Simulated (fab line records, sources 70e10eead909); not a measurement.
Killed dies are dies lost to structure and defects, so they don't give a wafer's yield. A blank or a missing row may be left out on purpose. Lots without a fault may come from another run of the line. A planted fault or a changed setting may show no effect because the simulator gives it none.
Chamber matching | flow nand_harc | NHARC_P_M1_DESCUM_14 on rie_diel-12: 4 sister chambers
The step chemistry O2, time 3 s. 27 wafers are shown with their chamber, then 12 later ones without.

WAFERS WITH THEIR CHAMBER
wafer  | chamber | drypump_motor_current_A (A) | oes_product_au (a.u.) | throttle_valve_pct (%)
L074.1 | 2       | 5.3                         | 1.009                 | 11.310
L074.2 | 0       | 6.6                         | 0.993                 | 11.318
L074.6 | 3       | 5.5                         | 0.980                 | 11.317
L076.1 | 1       | 5.8                         | 0.989                 | 11.298
L076.2 | 2       | 5.3                         | 0.995                 | 11.328
L076.6 | 1       | 5.7                         | 0.991                 | 11.311
L075.3 | 0       | 6.6                         | 0.999                 | 11.316
L075.4 | 2       | 5.3                         | 1.001                 | 11.307
L075.6 | 0       | 6.6                         | 1.007                 | 11.310
L078.1 | 3       | 5.5                         | 0.994                 | 11.311
L078.3 | 1       | 5.8                         | 1.005                 | 11.312
L078.6 | 2       | 5.3                         | 1.004                 | 11.317
L079.4 | 3       | 5.6                         | 0.976                 | 11.311
L079.5 | 3       | 5.6                         | 0.988                 | 11.318
L079.6 | 0       | 6.6                         | 1.000                 | 11.313
L082.3 | 0       | 6.6                         | 1.006                 | 11.310
L082.5 | 1       | 5.7                         | 0.988                 | 11.311
L082.6 | 2       | 5.3                         | 1.001                 | 11.319
L083.1 | 1       | 5.8                         | 0.996                 | 11.310
L083.3 | 2       | 5.3                         | 1.003                 | 11.313
L083.6 | 1       | 5.8                         | 0.997                 | 11.310
L086.1 | 1       | 5.8                         | 0.990                 | 11.304
L086.2 | 2       | 5.3                         | 1.003                 | 11.315
L086.6 | 0       | 6.6                         | 1.007                 | 11.314
L087.1 | 2       | 5.3                         | 0.999                 | 11.319
L087.5 | 1       | 5.8                         | 0.998                 | 11.342
L087.6 | 0       | 6.6                         | 1.002                 | 11.320

SIGNATURES (means of the wafers above)
reading                 | chamber 0 | chamber 1 | chamber 2 | chamber 3 | scatter within a chamber
drypump_motor_current_A | 6.600     | 5.775     | 5.300     | 5.550     | 0.033
oes_product_au          | 1.00200   | 0.99425   | 1.00187   | 0.98450   | 0.00554
throttle_valve_pct      | 11.31443  | 11.31225  | 11.31600  | 11.31425  | 0.00831
Rule: a wafer's distance from a chamber is the root of the sum, over the readings, of the square of ((its reading less the chamber's mean) divided by the reading's scatter). The wafer belongs to the nearest chamber; if the next one is less than 2 further off, it can't be placed. The scatter: the root of (the sum of the squares of (reading less its chamber's mean) over the shown wafers, divided by (wafers less chambers)).

WAFERS WITHOUT THEIR CHAMBER
wafer  | drypump_motor_current_A (A) | oes_product_au (a.u.) | throttle_valve_pct (%)
L091.1 | 5.3                         | 0.993                 | 11.334
L091.4 | 5.8                         | 0.996                 | 11.309
L091.6 | 5.8                         | 0.992                 | 11.311
L093.1 | 5.5                         | 0.994                 | 11.316
L093.3 | 5.8                         | 0.986                 | 11.299
L093.4 | 6.6                         | 1.001                 | 11.318
L094.2 | 5.3                         | 0.981                 | 11.308
L094.5 | 5.8                         | 0.993                 | 11.312
L094.6 | 5.3                         | 0.976                 | 11.312
L095.1 | 5.3                         | 0.992                 | 11.313
L095.2 | 5.8                         | 0.997                 | 11.313
L095.3 | 6.6                         | 1.011                 | 11.313

WHICH CHAMBER EACH WENT THROUGH
wafer  | from the rows above | in truth
L091.1 | 2                   | 2
L091.4 | 1                   | 1
L091.6 | 1                   | 1
L093.1 | 3                   | 3
L093.3 | 1                   | 1
L093.4 | 0                   | 0
L094.2 | 2                   | 2
L094.5 | 1                   | 1
L094.6 | 2                   | 2
L095.1 | 2                   | 2
L095.2 | 1                   | 1
L095.3 | 0                   | 0
Placed correctly: 12 of 12. Can't be placed from these rows: 0. Placed wrongly: 0.
